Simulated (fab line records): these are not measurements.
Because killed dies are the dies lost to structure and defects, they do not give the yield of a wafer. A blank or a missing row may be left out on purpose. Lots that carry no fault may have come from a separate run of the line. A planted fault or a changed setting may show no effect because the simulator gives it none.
A lot that was struck, set against a sound lot / flow n5Finfet / 28 out of 1938 route steps
Sound: these wafers, L402.1, L402.5, L402.6. Wafers L409.1, L409.2, L409.4 were the ones struck. The cause is named last.
At each step with rows: each side's tool, then ch and its chambers, then its first start. Under that, the readings that differ: sound wafers / struck wafers / difference of the means / sigmas: that difference in standard deviations of wafers without a fault.
alike: words and numbers the same on both sides, and readings whose means are apart by under 2 such deviations; not compared: readings that were withheld, readings missing a value for some wafer, numbers with overlapping values and no deviation given by the record, and bounds like >300 which may hide the same value.
Wherever a step has rows on one side only, a row that says differs or no value, or a row with sigmas, the two part there. Non-overlapping numbers with no deviation appear without sigmas and do not part them. A reading missing from all wafers of one side parts the sides only when that side holds two or more wafers.

first, 8 steps without rows for these wafers: N5_BEOL_M0_SAQP_COAT_81 (time 60 s, resist thk 100 nm); N5_BEOL_M0_SAQP_COAT_82 (time 60 s, resist thk 30 nm); N5_BEOL_M0_SAQP_COAT_08 (resist thk 90 nm); N5_BEOL_M0_SAQP_EBR_10; N5_BEOL_M0_SAQP_SOFTBAKE_09 (time 60 s); N5_BEOL_M0_SAQP_EXPOSE_11 (exposes mask M0 CORE, target cd 42 nm); N5_BEOL_M0_SAQP_PEB_12 (peb time 60 s); N5_BEOL_M0_SAQP_DEVELOP_13 (develop time 30 s).
N5_BEOL_M0_SAQP_CD_MEAS_14: target cd 42.5 nm.
  sound on cdSem-01 ch 0, day 5 11:58; struck on cdSem-02 ch 0, day 7 07:28
  alike: cdNm
N5_BEOL_M0_SAQP_OVL_MEAS_15:
  sound on overlay-01 ch 0, day 5 11:59; struck on overlay-02 ch 0, day 7 07:29
  alike: M0_CORE_OVL
N5_BEOL_M0_SAQP_INSPECT_16: inspects for defects (brightfield).
  struck on defectInspect-02, day 7 07:31; sound on defectInspect-02, day 5 12:01
  alike: rawDefectCount
then, 1 step without rows for these wafers: N5_BEOL_M0_SAQP_DESCUM_19 (chemistry O2, time 7.9 s).
N5_BEOL_M0_SAQP_ETCH_83: etches SiARC in CF4, target depth 39 nm, time 65 s.
  sound on rieDiel-05 ch 0,1,2, day 5 12:51; struck on rieDiel-06 ch 0,3, day 7 07:36
  no value came back on the struck wafers for any of 8 readings (biasW (W), cf4FlowSccm (sccm) and others); on the sound wafers biasW (W) reads 35.93 36.07 35.99
reading=model.CAR-ArF_of_BEOL_M0_SAQP_COAT_08.thkNm (nm); sound=55.8 55.8 55.8; struck=83.6 83.8 84; difference=+28.0; sigmas=
  not compared: rfHoursCounterH
N5_BEOL_M0_SAQP_ETCH_84: etches SOC in N2/H2, target depth 100 nm, overetch 20 nm, time 150 s.
  sound on rieDiel-05 ch 0,1,2, day 5 12:54; struck on rieDiel-06 ch 0,3, day 7 07:41
reading=oesProductAu (a.u.); sound=0.68 0.75 0.80; struck=0.28 0.32 0.28; difference=-0.45; sigmas=-7
  alike: biasW, chamberPressureMTorr, drypumpMotorCurrentA, n2FlowSccm, rfVppV, showerheadPlenumPTorr, tempC, throttleValvePct
  not compared: rfHoursCounterH
then, 1 step without rows for these wafers: N5_BEOL_M0_SAQP_STRIP_80 (strips in N2/H2).
N5_BEOL_M0_SAQP_HM_OPEN_112: chemistry CHF3/O2, target SiO2, stops on a-Si, target depth 12 nm, time 13.5 s.
  sound on rieDiel-05 ch 0,1,2, day 5 13:01; struck on rieDiel-06 ch 0,3, day 7 07:50
reading=oesProductAu (a.u.); sound=0.49 0.55 0.57; struck=0.28 0.31 0.28; difference=-0.25; sigmas=-5
  alike: drypumpMotorCurrentA, rfVppV, showerheadPlenumPTorr, throttleValvePct
  not compared: rfHoursCounterH
then, 1 step without rows for these wafers: N5_BEOL_M0_SAQP_STRIP_113 (strips in CHF3/O2).
N5_BEOL_M0_SAQP_MANDREL_ETCH_20: etches a-Si in HBr/Cl2, stops on SiNx, target depth 60 nm, bt time 10 s, time 30 s.
  sound on rieSi-05 ch 0,1,3, day 5 13:05; struck on rieSi-06 ch 0,2,3, day 7 07:58
reading=oesProductAu (a.u.); sound=0.769 0.780 0.769; struck=0.324 0.317 0.337; difference=-0.447; sigmas=-34
reading=throttleValvePct (%); sound=35.8 35.2 35.7; struck=36.6 36.1 36.0; difference=+0.7; sigmas=+2
  alike: HBr_flow_sccm, biasW, drypumpMotorCurrentA
  not compared: rfHoursCounterH
N5_BEOL_M0_SAQP_STRIP_86: strips in N2/H2.
  sound on rieDiel-05 ch 0,2,3, day 5 13:11; struck on rieDiel-06 ch 0,3, day 7 08:04
  alike: drypumpMotorCurrentA, n2FlowSccm, oesProductAu, rfVppV, showerheadPlenumPTorr, tempC, throttleValvePct
  not compared: rfHoursCounterH
then, 2 steps without rows for these wafers: N5_BEOL_M0_SAQP_STRIP_115 (strips in post etch residue remover, time 60 s); N5_BEOL_M0_SAQP_SRD_93 (time 30 s).
N5_BEOL_M0_SAQP_RECESS_114: chemistry HF/NH3, target SiO2, target depth 14.4 nm, afs cycles 3, sublimation time 60 s.
  sound on vaporEtch-02 ch 0,1, day 5 13:19; struck on vaporEtch-02 ch 0,1, day 7 08:13
  alike: drypumpMotorCurrentA, tempC
N5_BEOL_M0_SAQP_SPACER1_ALD_98: deposits SiO2, target thk 12.8 nm, pulse time 1 s, purge time 2 s.
  sound on aldSin-02 ch 0,1, day 5 13:53; struck on aldSin-01 ch 1,2,3, day 7 08:35
  alike: heaterPowerW, precursorPulseHeightRel, susceptorTempC
N5_BEOL_M0_SAQP_SPACER1_ETCHBACK_99: etches SiO2 in CHF3/O2, target depth 15.4 nm, time 7.7 s.
  sound on rieDiel-06 ch 1,2,3, day 5 14:23; struck on rieDiel-01 ch 0,2,3, day 7 09:06
reading=oesProductAu (a.u.); sound=0.87 0.68 0.73; struck=0.36 0.26 0.28; difference=-0.46; sigmas=-6
  alike: drypumpMotorCurrentA, rfVppV, showerheadPlenumPTorr, throttleValvePct
  not compared: rfHoursCounterH
N5_BEOL_M0_SAQP_MANDREL1_REMOVE_100: chemistry HBr/Cl2/O2, target a-Si, stops on SiNx, bt time 10 s.
  sound on rieSi-05 ch 1,2, day 5 14:29; struck on rieSi-01 ch 0,1,2, day 7 09:11
reading=oesProductAu (a.u.); sound=0.998 0.986 0.994; struck=0.369 0.381 0.385; difference=-0.614; sigmas=-36
  alike: drypumpMotorCurrentA, throttleValvePct
  not compared: rfHoursCounterH
N5_BEOL_M0_SAQP_CD_MEAS_25: target cd 13.1 nm.
  sound on cdSem-01 ch 0, day 5 14:35; struck on cdSem-03 ch 0, day 7 09:18
reading=cdNm (nm); sound=12.96 13.04 12.48; struck=- - -; difference=no value on the struck wafers; sigmas=
N5_BEOL_M0_SAQP_ETCH_101: etches SiNx in CH3F/O2, target depth 29.9 nm, time 42.7 s.
  sound on rieDiel-01 ch 1,2,3, day 5 14:52; struck on rieDiel-05 ch 1,2,3, day 7 09:20
  alike: CH3F_flow_sccm, O2_flow_sccm, drypumpMotorCurrentA, oesProductAu, rfVppV, showerheadPlenumPTorr, throttleValvePct
  not compared: rfHoursCounterH
N5_BEOL_M4_RC_MEAS_101:
  the record has rows for the sound wafers here (prober-02 ch 0, day 8 03:52) and none for the struck ones

## WHERE THEY PART
At N5_BEOL_M0_SAQP_ETCH_83 first; at N5_BEOL_M4_RC_MEAS_101 last (within this record only).

WHY: the cause the simulator had injected
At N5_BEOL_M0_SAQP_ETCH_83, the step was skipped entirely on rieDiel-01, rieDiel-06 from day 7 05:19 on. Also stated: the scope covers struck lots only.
